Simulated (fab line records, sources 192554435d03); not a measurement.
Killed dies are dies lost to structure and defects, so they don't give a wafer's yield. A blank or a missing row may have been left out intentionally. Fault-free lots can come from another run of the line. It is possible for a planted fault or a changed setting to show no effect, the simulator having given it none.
Code-filled problem report in 8D (eight disciplines) form	flow n5-finfet	the parts of the form that need people (team, actions taken, sign-off) are left out

## 1. PROBLEM STATEMENT
Wafers without a fault read 360.6 nm, standard deviation 1.1; cd-nm at N5_BEOL_M15_CD_MEAS_10 reads a mean of 410.1 nm on 3 wafers belonging to 2 lots. Relative to the usual mean, that is a shift of +45 standard deviations.
The step: target cd 360 nm.
First seen on wafer L963.5, day 17 08:35, on cd-sem-03. At this step, 27 wafers from 9 lots have a number in the record. The rule behind "out" and "out of limits": a value lying over 4 standard deviations away from the usual mean. Any other wafer with a number is counted as sound.

## 2. WHAT IT IS AND WHAT IT IS NOT
question	is	is not
which readings at this step	cd-nm	-
which lots	L963, L965	L949, L950, L953, L956, L958, L960, L972
which wafers of those lots	L963.5, L965.2, L965.5	L963.3, L963.6, L965.4
read on which gauges	cd-sem-03	cd-sem-01, cd-sem-02
when	from day 17 08:35	up to then (20 sound wafers); but 4 sound wafers of L965, L972 came after

## 3. THE SUSPECTS, EACH WITH WHAT RULES IT OUT
Counting: if a tool at a process step up to the reading ran every lot that is out, it stays a suspect. Sound lots after the first of them don't rule it out here, since some wafers of a struck lot are sound.
- the gauge at N5_BEOL_M15_CD_MEAS_10: ruled out. All the wafers that are out were read on cd-sem-03, but those of them that N5_PASSIVATION_PROBE_49 has rows for are out there too, on other tools.
- krf-scanner-02 at N5_BEOL_M15_EXPOSE_07 (exposes mask V14): kept. Every lot that is out went through it, the first being L963 (day 17 08:25); the last sound lot it ran before that was L960 (day 16 23:07).
Left after counting: krf-scanner-02 at N5_BEOL_M15_EXPOSE_07.

## 4. THE CAUSE (what the simulator had put in)
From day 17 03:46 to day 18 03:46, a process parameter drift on krf-scanner-02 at N5_BEOL_M15_EXPOSE_07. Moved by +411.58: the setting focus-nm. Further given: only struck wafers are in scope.
The count eliminated every tool but this one.

## 5. SEQUENCE OF EFFECTS, ordered by route
One row per reading whose mean, taken over the struck wafers that have a number, lies over 3 standard deviations from the usual. Readings are gone through only where the record gives a usual standard deviation; hours: the median, over the lots, of the time from a lot's start at the first step in this table giving one to that lot's start at this step; sigmas: the change measured in usual standard deviations.
hours	step	reading	usual	on struck wafers	change	sigmas
0	N5_BEOL_M15_CD_MEAS_10	cd-nm	360.6 nm	410.1	+49.5	+45
21	N5_PASSIVATION_PROBE_49	defect-limited-yield	90.8 %	83.2	-7.6	-4.5
21	N5_PASSIVATION_PROBE_49	killed_at_M4_up	15	114	+99	+18
21	N5_PASSIVATION_PROBE_49	killed-dies	109	198	+89	+4.4
21	N5_PASSIVATION_PROBE_49	killed-on-rim	14	31	+17	+4.0
21	N5_PASSIVATION_PROBE_49	sort-n-pass	1071	982	-89	-4.4
21	N5_PASSIVATION_PROBE_49	sort-yield-pct	90.8 %	83.2	-7.6	-4.5
Its process steps:
- N5_PASSIVATION_PROBE_49
At these later measuring or inspecting steps, every struck wafer for which the step has a row has a number for every such reading, and none has moved that far: N5_BEOL_M15_INSPECT_12.

## 6. WHAT WOULD HAVE CAUGHT IT SOONER
In this record the first reading out of limits at a measuring or inspecting step was taken at day 17 08:35, 5 hours after the fault began at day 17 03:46.
Of the lots that are out (2), L965 began N5_BEOL_M15_EXPOSE_07 on krf-scanner-02 after day 17 08:35. A hold on the tool at that time would have spared it.
